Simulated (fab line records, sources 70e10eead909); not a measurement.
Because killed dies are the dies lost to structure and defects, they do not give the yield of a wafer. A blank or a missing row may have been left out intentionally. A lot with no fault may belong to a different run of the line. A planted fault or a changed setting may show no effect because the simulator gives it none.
Which tool is to blame? -- flow nandHarc -- 21 wafers from 7 lots sampled at 2 of the route's 1302 steps

WHAT THE GAUGES READ, wafer by wafer
NHARC_P_ZERO_WELL_CD_MEAS_11 targets a cd of 500 nm.
lot,measured,on,cdNm (nm)
L220,day 2 17:14,cdSem-03,500.4 499.4 500.4
L222,day 3 13:14,cdSem-03,501.8 502.1 502.5
L225,day 4 19:07,cdSem-02,499.4 498.8 495.8
L231,day 7 07:19,cdSem-01,428.4 430.8 427.8 428.2 430.8 427.8
L235,day 8 23:07,cdSem-02,502.3 497.8 502.2
L239,day 10 15:07,cdSem-03,498.5 502.5 499.1
L241,day 11 11:07,cdSem-01,497.9 496.6 499.1

TOOL THAT RAN EACH LOT (tool first, then ch and the chambers of the sampled wafers, then the start)
lot,NHARC_P_ZERO_WELL_PEB_09
L220,"lithoTrack-03 ch 0, day 2 17:10"
L222,"lithoTrack-03 ch 0, day 3 13:09"
L225,"lithoTrack-03 ch 0, day 4 19:02"
L231,"lithoTrack-07 ch 0, day 7 07:14"
L235,"lithoTrack-03 ch 0, day 8 23:02"
L239,"lithoTrack-03 ch 0, day 10 15:02"
L241,"lithoTrack-05 ch 0, day 11 11:02"
- NHARC_P_ZERO_WELL_PEB_09: peb time 80 s.

THE ANSWER, worked out from the rows above alone
Rule: usual is defined by the lots themselves. The widest of any qualifying gaps counts: lots, ordered by their means at a reading, are off when they make up no more than a third of the lots, leave a main group of 4 or more, and stand apart from it by 3 or more times the standard deviation of that group's means. The tables above print the reading to a certain number of digits; a main group whose means all agree to those digits is not used. A lot without any number at a reading at which 4 lots or more have one is off too. The other lots that the step has rows for count as sound.
Off at NHARC_P_ZERO_WELL_CD_MEAS_11 (cdNm): L231. The main group has a mean of 499.8 nm with a standard deviation of 1.5.
A tool fits if, at a process step before that reading, it ran every lot that is off, and no sound lot after the first of them. Gauges at NHARC_P_ZERO_WELL_CD_MEAS_11: tried the same way as those tools. One fits: lithoTrack-07 at NHARC_P_ZERO_WELL_PEB_09. It ran no sound lot before its first lot that is off in this sample, so the start can't be narrowed down.

WHAT THE SIMULATOR HAD INSERTED
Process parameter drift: lithoTrack-07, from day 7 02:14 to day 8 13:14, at NHARC_P_ZERO_WELL_PEB_09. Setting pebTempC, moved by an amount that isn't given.
Struck lots among those shown: L231. The rule above found the same.
